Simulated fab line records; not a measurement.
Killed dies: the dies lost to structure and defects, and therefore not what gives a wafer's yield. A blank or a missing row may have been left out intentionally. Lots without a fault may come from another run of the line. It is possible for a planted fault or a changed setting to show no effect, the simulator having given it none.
Matching of chambers	flow nand harc	4 sister chambers for NHARC_A_WL_FILL_CMP_12 on cmp-03
The step polishes, t overpolish 30 s, target thk 75 nm. 4 wafers are shown with their chamber, then 7 later ones without.

## WAFERS WITH THEIR CHAMBER
wafer	chamber	time to endpoint s (s)
L621.1	3	10.4
L621.6	2	15.9
L629.2	0	14.4
L629.4	1	12.5

## WAFERS MISSING THEIR CHAMBER
wafer	time to endpoint s (s)
L629.6	14.8
L635.1	15.4
L635.4	15.8
L635.6	17.1
L636.2	17.9
L636.3	13.9
L636.6	17.5

## CHAMBER TAKEN BY EACH
wafer	from the rows above	in truth
L629.6	can't be placed: 0 or 2 or 1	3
L635.1	can't be placed: 2 or 0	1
L635.4	can't be placed: 2 or 0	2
L635.6	can't be placed: 2 or 0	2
L636.2	can't be placed: 2 or 0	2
L636.3	can't be placed: 0 or 1 or 2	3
L636.6	can't be placed: 2 or 0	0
0 of 7 placed correctly. From these rows, 7 cannot be placed; in 4 the true chamber is one of the candidates. Number placed wrongly: 0.
How it was worked out, from the rows above alone: a wafer's distance from a chamber is the root of the sum, over the readings, of the square of ((its reading less the chamber's mean) divided by the reading's scatter). If the next closest chamber is less than 2 further off than the closest, the wafer can't be placed; otherwise it belongs to the closest. For every chamber, the mean is computed from those of its wafers that are shown. The scatter (one wafer shown for each chamber): square how far every hidden wafer sits from the nearest shown wafer, average those squares and take the square root.
